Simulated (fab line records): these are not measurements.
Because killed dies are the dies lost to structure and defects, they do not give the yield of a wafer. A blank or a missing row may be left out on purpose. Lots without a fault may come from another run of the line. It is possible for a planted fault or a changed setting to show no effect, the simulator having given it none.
fab line records	flow n5-finfet
record: lots: 24	wafers: 72	last-day: 17
route steps=1938 shown BEOL_M7@1265 BEOL_M8@1345
lots untouched by any fault: they come from a run of this same line in which no faults occurred
start-h: the number of hours between the record's first day and the start of the first shown wafer of the lot	wait-h: time in hours since the lot's previous step	" as in the row above	L1.1+2: a single row standing in for several wafers	- no value present, or no start provided	* or withheld: withheld	< > ~ a bound
route shown NAME@n: a module of which the file shows steps, and the number in the route of the first	usual: mean/standard deviation of fault-free wafers	same: alike in all rows	chamber/n: place in a boat	sites: each site's reading	_std_site: their standard deviation	_edge_site: inner sites' mean taken away from outer sites' mean	radius-mm: for every site, how far away it sits from the centre of the wafer	mask NAME#n: copy n	behind: the tool/chamber that last shaped the wafer	hold: reason for holding the lot/hours on hold/outcome of the hold	device: names the non-switching transistor (n, p or np)	end of line: the tests these same wafers got at the end of their route	step lacking rows: just its recipe	killed: dies that structure and defects cost at the first sort, which is not the same as the wafer's yield	map: shows each die of a wafer: x if killed, . if not, _ if none is there
set.NAME: the setting that was run; set.NAME@STEP: the one run at that earlier step	model.NAME: the simulator's own value behind a step, which no gauge read
route steps across a sampled set of lots; one table per step, one row per wafer
services: from which hour (start-h, from the record's first day; less than 0 if before it) a tool's chamber was out of use, for how many hours, and why
== steps ==
step: N5_BEOL_M7_THK_MEAS_01
recipe: reads: SiCOH_lowk_of_BEOL_M7_ILD_DEP_00
usual: M7_ILD_THK: 155.6/1.9
lot.wafer	tool	chamber	start-h	wait-h	M7_ILD_THK[nm]
L075.1	film-metro-01	-	188.12	0.4	156.4
L075.4	"	-	"	"	155.6
L075.5	"	-	"	"	154.8
L074.1	film-metro-01	-	190.49	0.4	154.7
L074.3	"	-	"	"	153.5
L074.6	"	-	"	"	158.3
L076.2	film-metro-01	-	199.03	0.4	154.5
L076.3	"	-	"	"	154.5
L076.6	"	-	"	"	158.2
L077.3	film-metro-02	-	204.01	0.3	158.8
L077.4	"	-	"	"	158.7
L077.6	"	-	"	"	157.1
L078.1	film-metro-02	-	209.64	0.4	153.5
L078.3	"	-	"	"	152.5
L078.5	"	-	"	"	155.1
L079.1	film-metro-02	-	222.98	0.4	155.1
L079.5	"	-	"	"	157.0
L079.6	"	-	"	"	155.6
L080.1	film-metro-02	-	224.45	0.4	152.4
L080.4	"	-	"	"	155.6
L080.6	"	-	"	"	156.3
L081.4	film-metro-01	-	240.24	0.2	156.8
L081.5	"	-	"	"	156.5
L081.6	"	-	"	"	155.5
L082.2	film-metro-02	-	240.32	0.4	155.9
L082.3	"	-	"	"	153.6
L082.6	"	-	"	"	158.1
L083.1	film-metro-02	-	251.19	0.4	156.2
L083.2	"	-	"	"	155.4
L083.4	"	-	"	"	159.4
L086.2	film-metro-02	-	256.63	0.4	157.0
L086.3	"	-	"	"	157.1
L086.5	"	-	"	"	158.6
L085.2	film-metro-02	-	257.22	0.4	152.2
L085.3	"	-	"	"	151.0
L085.4	"	-	"	"	154.1
L084.1	film-metro-02	-	257.70	0.4	157.1
L084.2	"	-	"	"	155.5
L084.3	"	-	"	"	153.9
L087.2	film-metro-02	-	266.07	3.0	155.7
L087.3	"	-	"	"	155.3
L087.6	"	-	"	"	157.4
L089.3	film-metro-02	-	276.79	0.3	156.4
L089.5	"	-	"	"	157.0
L089.6	"	-	"	"	155.4
L088.1	film-metro-01	-	277.38	0.4	156.7
L088.3	"	-	"	"	155.6
L088.4	"	-	"	"	158.9
L091.2	film-metro-01	-	285.06	0.4	155.6
L091.5	"	-	"	"	158.0
L091.6	"	-	"	"	158.1
L092.1	film-metro-01	-	290.99	0.4	154.7
L092.4	"	-	"	"	155.9
L092.6	"	-	"	"	156.9
L090.2	film-metro-01	-	291.94	0.4	155.1
L090.5	"	-	"	"	156.9
L090.6	"	-	"	"	158.8
L094.1	film-metro-01	-	318.54	0.4	153.4
L094.2	"	-	"	"	152.8
L094.6	"	-	"	"	155.6
L093.3	film-metro-02	-	319.02	0.3	151.2
L093.4	"	-	"	"	154.8
L093.6	"	-	"	"	155.0
L095.1	film-metro-01	-	319.50	0.4	155.3
L095.2	"	-	"	"	155.5
L095.4	"	-	"	"	156.7
L096.2	film-metro-01	-	320.28	0.4	153.8
L096.4	"	-	"	"	157.5
L096.5	"	-	"	"	157.6
L097.1	film-metro-02	-	320.39	0.4	151.4
L097.2	"	-	"	"	152.0
L097.5	"	-	"	"	154.0
step: N5_BEOL_M7_HM_DEP_02
recipe: material: TiN	target-thk-a: 200	temp-c: 25	chamber-pressure-pa: 0.49996
usual: throttle-valve-pct: 30.1/0.42
lot.wafer	tool	chamber	start-h	wait-h	throttle-valve-pct
L075.1	pvd-sputter-02	-	190.96	2.8	29.8
L075.4	"	-	"	"	30.3
L075.5	"	-	"	"	29.7
L074.1	pvd-sputter-02	-	191.36	0.8	29.5
L074.3	"	-	"	"	29.9
L074.6	"	-	"	"	30.8
L076.2	pvd-sputter-03	-	199.65	0.6	29.9
L076.3	"	-	"	"	30.0
L076.6	"	-	"	"	29.5
L077.3	pvd-sputter-02	-	205.92	1.9	29.6
L077.4	"	-	"	"	30.0
L077.6	"	-	"	"	30.0
L078.1	pvd-sputter-01	-	211.30	1.6	29.4
L078.3	"	-	"	"	30.0
L078.5	"	-	"	"	29.5
L079.1	pvd-sputter-03	-	223.44	0.4	29.8
L079.5	"	-	"	"	30.1
L079.6	"	-	"	"	29.9
L080.1	pvd-sputter-03	-	224.57	0.1	29.9
L080.4	"	-	"	"	29.9
L080.6	"	-	"	"	30.3
L081.4	pvd-sputter-01	-	242.03	1.7	30.0
L081.5	"	-	"	"	30.6
L081.6	"	-	"	"	29.9
L082.2	pvd-sputter-03	-	242.04	1.7	30.4
L082.3	"	-	"	"	30.2
L082.6	"	-	"	"	29.7
L083.1	pvd-sputter-01	-	253.58	2.3	30.2
L083.2	"	-	"	"	29.7
L083.4	"	-	"	"	30.8
L086.2	pvd-sputter-02	-	257.23	0.5	29.9
L086.3	"	-	"	"	30.9
L086.5	"	-	"	"	30.3
L085.2	pvd-sputter-01	-	257.48	0.2	31.0
L085.3	"	-	"	"	30.2
L085.4	"	-	"	"	29.9
L084.1	pvd-sputter-03	-	257.80	0.0	30.2
L084.2	"	-	"	"	29.9
L084.3	"	-	"	"	30.5
L087.2	pvd-sputter-02	-	266.79	0.7	30.4
L087.3	"	-	"	"	29.6
L087.6	"	-	"	"	29.9
L089.3	pvd-sputter-03	-	278.15	1.3	30.2
L089.5	"	-	"	"	29.8
L089.6	"	-	"	"	29.3
L088.1	pvd-sputter-03	-	278.25	0.8	29.9
L088.3	"	-	"	"	29.8
L088.4	"	-	"	"	30.3
L091.2	pvd-sputter-02	-	286.58	1.5	30.5
L091.5	"	-	"	"	30.1
L091.6	"	-	"	"	29.7
L092.1	pvd-sputter-03	-	291.50	0.5	29.9
L092.4	"	-	"	"	29.9
L092.6	"	-	"	"	30.2
L090.2	pvd-sputter-02	-	292.52	0.5	29.8
L090.5	"	-	"	"	30.1
L090.6	"	-	"	"	30.4
L094.1	pvd-sputter-01	-	318.64	0.0	30.7
L094.2	"	-	"	"	29.9
L094.6	"	-	"	"	30.9
L093.3	pvd-sputter-01	-	319.18	0.1	29.8
L093.4	"	-	"	"	29.6
L093.6	"	-	"	"	29.7
L095.1	pvd-sputter-03	-	320.69	1.1	29.7
L095.2	"	-	"	"	29.5
L095.4	"	-	"	"	30.4
L096.2	pvd-sputter-01	-	321.68	1.3	31.0
L096.4	"	-	"	"	30.0
L096.5	"	-	"	"	30.7
L097.1	pvd-sputter-01	-	321.94	1.5	30.1
L097.2	"	-	"	"	29.5
L097.5	"	-	"	"	29.6
step: N5_BEOL_M8_CD_MEAS_11
recipe: target-cd-nm: 38.5	landing-energy-ev: 500	detector: se-inlens	polarity: opening
usual: cd-nm: 38.3/0.36
lot.wafer	tool	chamber	start-h	wait-h	cd-nm
L075.1	cd-sem-02	0	199.51	-	38.3
L075.4	"	0	"	"	38.6
L075.5	"	0	"	"	38.4
L074.1	cd-sem-01	0	199.67	-	37.9
L074.3	"	0	"	"	38.2
L074.6	"	0	"	"	38.5
L076.2	cd-sem-02	0	208.42	-	38.2
L076.3	"	0	"	"	38.5
L076.6	"	0	"	"	38.6
L077.3	cd-sem-02	0	212.28	-	38.1
L077.4	"	0	"	"	38.4
L077.6	"	0	"	"	38.3
L078.1	cd-sem-03	0	226.55	-	38.8
L078.3	"	0	"	"	38.6
L078.5	"	0	"	"	38.7
L079.1	cd-sem-02	0	232.83	-	38.1
L079.5	"	0	"	"	38.2
L079.6	"	0	"	"	39.5
L080.1	cd-sem-03	0	234.35	-	38.2
L080.4	"	0	"	"	38.4
L080.6	"	0	"	"	38.9
L081.4	cd-sem-02	0	254.17	-	38.8
L081.5	"	0	"	"	38.1
L081.6	"	0	"	"	38.5
L082.2	cd-sem-02	0	254.24	-	38.1
L082.3	"	0	"	"	37.7
L082.6	"	0	"	"	38.7
L083.1	cd-sem-02	0	260.51	-	38.3
L083.2	"	0	"	"	37.9
L083.4	"	0	"	"	37.8
L086.2	cd-sem-03	0	264.26	-	38.2
L086.3	"	0	"	"	37.8
L086.5	"	0	"	"	38.0
L085.2	cd-sem-03	0	267.20	-	38.7
L085.3	"	0	"	"	37.9
L085.4	"	0	"	"	38.0
L084.1	cd-sem-02	0	268.30	-	38.6
L084.2	"	0	"	"	38.8
L084.3	"	0	"	"	38.7
L087.2	cd-sem-03	0	274.77	-	38.4
L087.3	"	0	"	"	38.5
L087.6	"	0	"	"	38.0
L089.3	cd-sem-02	0	287.32	-	38.1
L089.5	"	0	"	"	38.0
L089.6	"	0	"	"	38.0
L088.1	cd-sem-01	0	289.61	-	38.4
L088.3	"	0	"	"	37.7
L088.4	"	0	"	"	38.4
L091.2	cd-sem-03	0	292.92	-	37.7
L091.5	"	0	"	"	38.3
L091.6	"	0	"	"	38.2
L092.1	cd-sem-03	0	298.70	-	38.2
L092.4	"	0	"	"	38.9
L092.6	"	0	"	"	39.0
L090.2	cd-sem-02	0	300.01	-	38.3
L090.5	"	0	"	"	38.3
L090.6	"	0	"	"	38.4
L094.1	cd-sem-03	0	328.80	-	38.7
L094.2	"	0	"	"	38.3
L094.6	"	0	"	"	38.3
L093.3	cd-sem-02	0	329.19	-	38.2
L093.4	"	0	"	"	38.4
L093.6	"	0	"	"	38.5
L097.1	cd-sem-03	0	329.45	-	38.0
L097.2	"	0	"	"	38.6
L097.5	"	0	"	"	38.1
L095.1	cd-sem-02	0	329.63	-	38.3
L095.2	"	0	"	"	38.2
L095.4	"	0	"	"	38.4
L096.2	cd-sem-01	0	329.81	-	38.7
L096.4	"	0	"	"	38.6
L096.5	"	0	"	"	38.4
step: N5_BEOL_M8_VIA_ETCH_34
recipe: chemistry: C4F6/O2	target: SiCOH_lowk	target-depth-a: 1255	mask-material: SOC	taper-deg: 4	time-s: 50.5	ion-energy-ev: 250	pressure-mtorr: 30	source-w: 345	bias-w: 185	Ar_flow_sccm: 300	C4F6_flow_sccm: 10	O2_flow_sccm: 10
usual: drypump-motor-current-A: 5.6/0.5	oes-product-au: 0.81/0.071	rf-vpp-V: 665/6.3	showerhead-plenum-p-Torr: 2.86/0.07	throttle-valve-pct: 20.81/0.17
lot.wafer	tool	chamber	start-h	wait-h	drypump-motor-current-A	oes-product-au	rf-hours-counter-h	rf-vpp-V	showerhead-plenum-p-Torr	throttle-valve-pct
L074.1	rie-diel-04	1	202.12	0.0	5.5	0.71	206	658	2.81	20.98
L074.3	"	2	"	"	5.2	0.88	50	665	2.90	20.69
L074.6	"	0	"	"	6.3	0.83	-	674	2.90	20.47
L075.1	rie-diel-02	2	202.49	0.0	5.0	0.78	114	659	2.85	21.02
L075.4	"	0	"	"	5.0	0.93	9	665	3.04	20.81
L075.5	"	3	"	"	5.9	0.87	-	672	3.00	20.59
L076.2	rie-diel-04	0	210.75	0.0	6.2	0.83	65	674	2.90	20.44
L076.3	"	3	"	"	5.5	0.79	123	671	2.87	20.93
L076.6	"	2	"	"	5.2	0.89	-	663	2.90	20.66
L077.3	rie-diel-04	2	219.62	0.0	5.2	0.88	56	665	2.89	20.68
L077.4	"	1	"	"	5.5	0.70	213	658	2.81	20.97
L077.6	"	1	"	"	5.5	0.70	-	658	2.81	20.98
L078.1	rie-diel-04	3	228.91	0.0	5.5	0.78	129	672	2.86	20.94
L078.3	"	2	"	"	5.2	0.89	59	664	2.89	20.69
L078.5	"	1	"	"	5.5	0.70	-	659	2.81	20.99
L079.1	rie-diel-04	0	236.25	0.0	6.2	0.81	76	675	2.89	20.47
L079.5	"	0	"	"	6.3	0.81	-	675	2.89	20.47
L079.6	"	3	"	"	5.5	0.77	-	670	2.86	20.95
L080.1	rie-diel-06	1	239.63	0.0	5.3	0.86	32	667	2.90	20.87
L080.4	"	3	"	"	5.0	0.70	250	657	2.80	21.07
L080.6	"	1	"	"	5.3	0.87	-	666	2.90	20.87
L081.4	rie-diel-04	2	255.34	0.0	5.2	0.86	72	663	2.89	20.71
L081.5	"	1	"	"	5.5	0.69	-	659	2.80	21.00
L081.6	"	2	"	"	5.2	0.87	-	663	2.89	20.70
L082.2	rie-diel-02	2	255.65	0.0	4.9	0.78	124	658	2.84	21.04
L082.3	"	3	"	"	5.9	0.86	60	674	2.99	20.63
L082.6	"	2	"	"	4.9	0.77	-	656	2.85	21.04
L083.1	rie-diel-02	1	262.75	0.0	6.7	0.89	45	654	2.77	20.68
L083.2	"	2	"	"	4.9	0.77	126	659	2.84	21.05
L083.4	"	3	"	"	5.9	0.86	63	674	2.99	20.63
L086.2	rie-diel-02	0	265.55	0.0	5.0	0.89	21	666	3.03	20.85
L086.3	"	2	"	"	4.9	0.76	127	660	2.84	21.05
L086.5	"	1	"	"	6.7	0.89	-	654	2.77	20.70
L085.2	rie-diel-06	2	268.81	0.0	6.1	0.81	81	663	2.77	20.89
L085.3	"	0	"	"	5.8	0.69	242	660	2.81	20.93
L085.4	"	3	"	"	5.0	1.00	3	656	2.80	20.69
L084.1	rie-diel-04	1	270.01	0.0	5.5	0.69	235	657	2.80	21.03
L084.2	"	2	"	"	5.2	0.86	78	663	2.88	20.71
L084.3	"	3	"	"	5.5	0.76	148	672	2.86	20.98
L087.2	rie-diel-06	2	277.85	0.0	6.1	0.80	83	664	2.77	20.91
L087.3	"	0	"	"	5.8	0.69	246	660	2.81	20.94
L087.6	"	1	"	"	5.3	0.84	-	665	2.89	20.90
L089.3	rie-diel-02	0	288.81	0.0	5.0	0.89	30	667	3.03	20.85
L089.5	"	1	"	"	6.7	0.89	-	653	2.77	20.69
L089.6	"	2	"	"	5.0	0.77	-	659	2.84	21.06
L088.1	rie-diel-04	2	291.01	0.0	5.1	0.84	86	665	2.88	20.73
L088.3	"	0	"	"	6.3	0.78	99	675	2.88	20.48
L088.4	"	0	"	"	6.3	0.78	-	674	2.88	20.52
L091.2	rie-diel-04	2	294.37	0.0	5.1	0.85	88	664	2.88	20.74
L091.5	"	2	"	"	5.2	0.84	-	664	2.88	20.73
L091.6	"	3	"	"	5.5	0.75	-	671	2.85	20.99
L092.1	rie-diel-04	0	299.98	0.0	6.2	0.79	102	674	2.88	20.51
L092.4	"	1	"	"	5.5	0.68	241	658	2.80	21.01
L092.6	"	2	"	"	5.1	0.85	-	663	2.88	20.73
L090.2	rie-diel-06	1	301.24	0.0	5.3	0.83	56	664	2.89	20.92
L090.5	"	1	"	"	5.3	0.83	-	667	2.89	20.94
L090.6	"	2	"	"	6.1	0.79	-	664	2.77	20.91
L094.1	rie-diel-04	0	332.39	0.0	6.3	0.77	117	674	2.88	20.53
L094.2	"	3	"	"	5.5	0.74	174	671	2.84	21.01
L094.6	"	3	"	"	5.5	0.73	-	673	2.84	21.00
L093.3	rie-diel-06	2	332.45	0.0	6.1	0.77	105	663	2.76	20.95
L093.4	"	3	"	"	5.0	0.92	28	656	2.79	20.73
L093.6	"	1	"	"	5.3	0.81	-	665	2.88	20.93
L097.1	rie-diel-04	2	332.78	0.0	5.2	0.83	99	664	2.88	20.72
L097.2	"	3	"	"	5.5	0.73	174	671	2.84	21.01
L097.5	"	2	"	"	5.1	0.82	-	663	2.87	20.75
L095.1	rie-diel-06	2	332.84	0.0	6.1	0.78	105	664	2.76	20.93
L095.2	"	0	"	"	5.8	0.97	9	660	2.80	20.63
L095.4	"	3	"	"	5.0	0.94	28	658	2.79	20.71
L096.2	rie-diel-02	2	332.88	0.0	5.0	0.75	149	659	2.83	21.07
L096.4	"	1	"	"	6.7	0.85	70	653	2.76	20.71
L096.5	"	2	"	"	5.0	0.75	-	658	2.83	21.09
step: N5_BEOL_M8_CMP_52
recipe: stop-on: SiCOH_lowk	t-overpolish-s: 6.9	down-force-psi: 1	platen-rpm: 50	clearing-platen-down-force-psi: 1.5	clearing-platen-rpm: 50	post-cmp-clean: cu-alkaline	target-thk-nm: 80	clearing-platen-pad-velocity-m-s: 0.99484	pad-velocity-m-s: 0.99484
usual: barrier-field-endpoint-s: 29.1/0.64	clearing-platen-down-force-psi: 1.5004/0.0028	motor-current-A: 6.3/0.62	overpolish-run-s: 6.901/0.0095	time-to-endpoint-s: 62.4/2.1
lot.wafer	tool	chamber	start-h	wait-h	barrier-field-endpoint-s	clearing-platen-down-force-psi	motor-current-A	overpolish-run-s	time-to-endpoint-s
L074.1	cmp-02	1	204.06	0.3	28.7	1.5019	6.4	6.888	61.7
L074.3	"	3	"	"	29.8	1.5035	7.7	6.919	64.6
L074.6	"	1	"	"	29.9	1.4983	6.2	6.893	61.9
L075.1	cmp-04	3	206.27	0.3	28.9	1.4956	6.5	6.901	63.4
L075.4	"	1	"	"	28.8	1.5001	5.9	6.895	64.1
L075.5	"	3	"	"	29.7	1.4968	6.4	6.904	62.0
L076.3	cmp-02	3	213.02	0.2	29.2	1.4982	7.8	6.906	64.0
L076.2	"	1	"	"	29.0	1.4980	6.3	6.895	62.9
L076.6	"	3	"	"	29.3	1.4991	7.8	6.903	61.3
L077.4	cmp-01	3	222.90	0.3	29.7	1.4971	5.8	6.891	63.2
L077.3	"	2	"	"	28.5	1.5023	5.2	6.897	60.6
L077.6	"	3	"	"	28.4	1.4930	5.8	6.893	60.6
L078.3	cmp-04	0	232.54	0.2	29.6	1.4999	6.0	6.907	62.6
L078.1	"	1	"	"	29.6	1.4941	5.9	6.890	62.7
L078.5	"	1	"	"	30.1	1.5004	6.4	6.907	64.0
L079.1	cmp-04	3	239.64	0.3	29.6	1.5010	6.2	6.907	62.4
L079.5	"	3	"	"	30.0	1.5048	6.0	6.919	65.7
L079.6	"	0	"	"	30.3	1.5017	5.8	6.906	65.9
L080.4	cmp-02	0	243.40	0.1	29.2	1.5035	7.1	6.911	61.2
L080.1	"	1	"	"	29.3	1.4972	6.3	6.900	61.3
L080.6	"	1	"	"	29.3	1.4993	6.3	6.903	61.8
L081.4	cmp-02	3	257.96	0.2	30.3	1.4970	7.6	6.881	65.9
L081.6	"	2	"	"	30.6	1.5027	6.5	6.881	64.4
L081.5	"	3	"	"	29.7	1.4998	8.0	6.907	63.9
L082.3	cmp-02	3	258.32	0.2	29.4	1.4995	7.7	6.918	62.7
L082.2	"	0	"	"	29.4	1.5011	7.1	6.892	64.0
L082.6	"	0	"	"	29.4	1.5028	7.1	6.898	60.0
L083.2	cmp-04	3	266.09	1.2	28.9	1.5022	6.4	6.888	61.1
L083.1	"	0	"	"	28.6	1.5038	6.0	6.882	60.5
L083.4	"	1	"	"	28.6	1.4964	5.9	6.894	61.2
L086.2	cmp-01	0	268.16	0.2	28.2	1.5042	5.7	6.901	60.3
L086.3	"	3	"	"	28.4	1.5005	5.6	6.918	60.6
L086.5	"	0	"	"	28.8	1.5007	6.0	6.897	59.1
L085.4	cmp-04	0	272.12	0.1	28.9	1.5019	5.4	6.890	61.1
L085.2	"	1	"	"	28.5	1.5010	6.2	6.884	62.7
L085.3	"	2	"	"	28.3	1.5048	6.4	6.904	62.8
L084.3	cmp-01	0	272.56	0.2	29.4	1.4997	5.9	6.903	63.6
L084.1	"	2	"	"	27.9	1.4982	5.2	6.904	59.8
L084.2	"	3	"	"	28.6	1.4973	5.7	6.909	60.4
L087.2	cmp-01	0	280.18	0.2	28.1	1.4985	5.9	6.900	60.8
L087.3	"	2	"	"	28.3	1.5023	5.1	6.899	61.9
L087.6	"	1	"	"	29.8	1.5028	6.0	6.884	63.2
L089.3	cmp-01	1	291.11	0.2	29.2	1.5000	6.7	6.893	64.2
L089.6	"	3	"	"	29.3	1.4991	5.8	6.898	64.7
L089.5	"	0	"	"	29.5	1.4989	6.1	6.910	64.0
L088.4	cmp-01	3	294.05	0.1	29.0	1.4960	5.9	6.916	61.4
L088.1	"	0	"	"	28.7	1.5044	5.8	6.895	61.7
L088.3	"	1	"	"	28.4	1.5036	6.6	6.901	60.2
L091.2	cmp-01	2	296.58	0.3	28.2	1.5061	5.3	6.913	60.8
L091.6	"	3	"	"	29.6	1.5001	6.0	6.904	61.3
L091.5	"	0	"	"	28.3	1.4975	5.6	6.912	58.5
L092.4	cmp-04	2	302.30	0.2	28.7	1.5012	6.5	6.894	63.8
L092.1	"	3	"	"	29.1	1.5014	6.2	6.906	61.8
L092.6	"	0	"	"	28.7	1.4973	5.7	6.905	62.3
L090.2	cmp-04	3	306.04	0.2	28.1	1.5034	6.3	6.912	61.4
L090.5	"	3	"	"	29.0	1.5012	6.1	6.905	64.4
L090.6	"	0	"	"	28.2	1.5005	5.6	6.905	61.7
L094.2	cmp-02	2	335.35	0.2	28.9	1.4967	6.4	6.901	65.2
L094.1	"	1	"	"	28.4	1.5022	6.2	6.877	62.9
L094.6	"	2	"	"	29.6	1.4977	6.2	6.905	65.9
L093.3	cmp-01	3	335.46	0.2	28.3	1.5011	6.0	6.897	60.3
L093.4	"	0	"	"	28.6	1.4984	5.7	6.895	58.4
L093.6	"	0	"	"	29.1	1.5010	5.7	6.894	59.5
L097.1	cmp-02	1	335.75	0.3	29.6	1.5049	6.3	6.919	60.5
L097.2	"	2	"	"	29.4	1.5012	6.5	6.890	62.6
L097.5	"	1	"	"	29.4	1.5027	6.2	6.887	61.4
L095.4	cmp-04	0	336.19	0.2	28.8	1.5010	5.8	6.903	58.7
L095.1	"	1	"	"	28.7	1.4973	6.5	6.883	62.5
L095.2	"	2	"	"	29.0	1.4979	6.6	6.901	63.2
L096.2	cmp-02	0	336.21	0.2	28.3	1.4984	7.0	6.892	61.3
L096.4	"	3	"	"	30.0	1.5000	7.5	6.901	63.1
L096.5	"	1	"	"	29.6	1.5048	6.2	6.909	65.6
step: N5_BEOL_M8_RS_MEAS_57
recipe: thk-meas-gauge: four-point-probe	reads: Cu_of_BEOL_M8_ECD_50+Co_of_BEOL_M8_CVD_78+TaN_of_BEOL_M8_ALD_77
usual: M8_RS: 0.284/0.007
lot.wafer	tool	chamber	start-h	wait-h	M8_RS[ohm/sq]
L074.1	film-metro-01	-	204.46	0.1	0.287
L074.3	"	-	"	"	0.272
L074.6	"	-	"	"	0.282
L075.1	film-metro-02	-	206.75	0.1	0.280
L075.4	"	-	"	"	0.282
L075.5	"	-	"	"	0.280
L076.2	film-metro-01	-	213.44	0.1	0.284
L076.3	"	-	"	"	0.284
L076.6	"	-	"	"	0.271
L077.3	film-metro-02	-	223.33	0.1	0.281
L077.4	"	-	"	"	0.294
L077.6	"	-	"	"	0.292
L078.1	film-metro-02	-	232.99	0.1	0.282
L078.3	"	-	"	"	0.269
L078.5	"	-	"	"	0.287
L079.1	film-metro-02	-	240.06	0.1	0.282
L079.5	"	-	"	"	0.286
L079.6	"	-	"	"	0.284
L080.1	film-metro-02	-	243.84	0.1	0.289
L080.4	"	-	"	"	0.287
L080.6	"	-	"	"	0.283
L081.4	film-metro-02	-	258.35	0.0	0.272
L081.5	"	-	"	"	0.293
L081.6	"	-	"	"	0.270
L082.2	film-metro-02	-	258.75	0.1	0.285
L082.3	"	-	"	"	0.279
L082.6	"	-	"	"	0.289
L083.1	film-metro-02	-	266.49	0.1	0.283
L083.2	"	-	"	"	0.293
L083.4	"	-	"	"	0.279
L086.2	film-metro-02	-	268.58	0.1	0.285
L086.3	"	-	"	"	0.281
L086.5	"	-	"	"	0.279
L085.2	film-metro-02	-	272.55	0.1	0.290
L085.3	"	-	"	"	0.287
L085.4	"	-	"	"	0.278
L084.1	film-metro-02	-	273.02	0.1	0.297
L084.2	"	-	"	"	0.277
L084.3	"	-	"	"	0.285
L087.2	film-metro-02	-	280.61	0.1	0.288
L087.3	"	-	"	"	0.287
L087.6	"	-	"	"	0.290
L089.3	film-metro-02	-	291.46	0.1	0.295
L089.5	"	-	"	"	0.289
L089.6	"	-	"	"	0.299
L088.1	film-metro-02	-	294.47	0.1	0.275
L088.3	"	-	"	"	0.286
L088.4	"	-	"	"	0.276
L091.2	film-metro-02	-	296.89	0.1	0.277
L091.5	"	-	"	"	0.273
L091.6	"	-	"	"	0.283
L092.1	film-metro-01	-	302.66	0.1	0.279
L092.4	"	-	"	"	0.288
L092.6	"	-	"	"	0.280
L090.2	film-metro-01	-	306.46	0.1	0.297
L090.5	"	-	"	"	0.291
L090.6	"	-	"	"	0.289
L094.1	film-metro-01	-	335.77	0.1	0.276
L094.2	"	-	"	"	0.281
L094.6	"	-	"	"	0.278
L093.3	film-metro-02	-	335.89	0.1	0.289
L093.4	"	-	"	"	0.282
L093.6	"	-	"	"	0.299
L097.1	film-metro-01	-	336.14	0.1	0.274
L097.2	"	-	"	"	0.281
L097.5	"	-	"	"	0.277
L095.1	film-metro-02	-	336.58	0.1	0.292
L095.2	"	-	"	"	0.284
L095.4	"	-	"	"	0.273
L096.2	film-metro-01	-	336.63	0.1	0.287
L096.4	"	-	"	"	0.287
L096.5	"	-	"	"	0.287
== services ==
tool	chamber	start-h	hours	kind
cmp-01	-	167.41	5.2	pm
cmp-01	-	173.97	1.1	repair
rie-diel-06	1	175.24	16.7	repair
pvd-sputter-02	-	187.05	3.7	repair
rie-diel-02	3	196.56	2.4	repair
cmp-04	-	213.26	4.0	pm
cmp-04	-	217.26	-	consumable-replace:conditioner
rie-diel-02	-	217.41	0.9	repair
cmp-04	-	218.03	3.4	repair
rie-diel-02	-	221.67	28.1	pm
cmp-02	-	226.81	4.0	pm
cmp-02	-	232.15	6.3	pm
cmp-04	-	242.97	1.0	repair
cmp-04	-	250.39	14.2	pm
cmp-02	-	253.63	2.3	repair
cmp-04	-	276.82	1.1	repair
rie-diel-04	1	283.96	9.8	repair
rie-diel-04	2	306.92	9.3	repair
rie-diel-04	1	322.19	-	clean
rie-diel-04	1	322.19	-	consumable-replace:focus-ring
rie-diel-04	1	322.19	16.8	scheduled-down
rie-diel-04	1	322.19	16.8	vent-cycle
cmp-01	-	326.51	0.5	repair
cmp-02	-	328.09	3.5	repair
== key ==
fault none
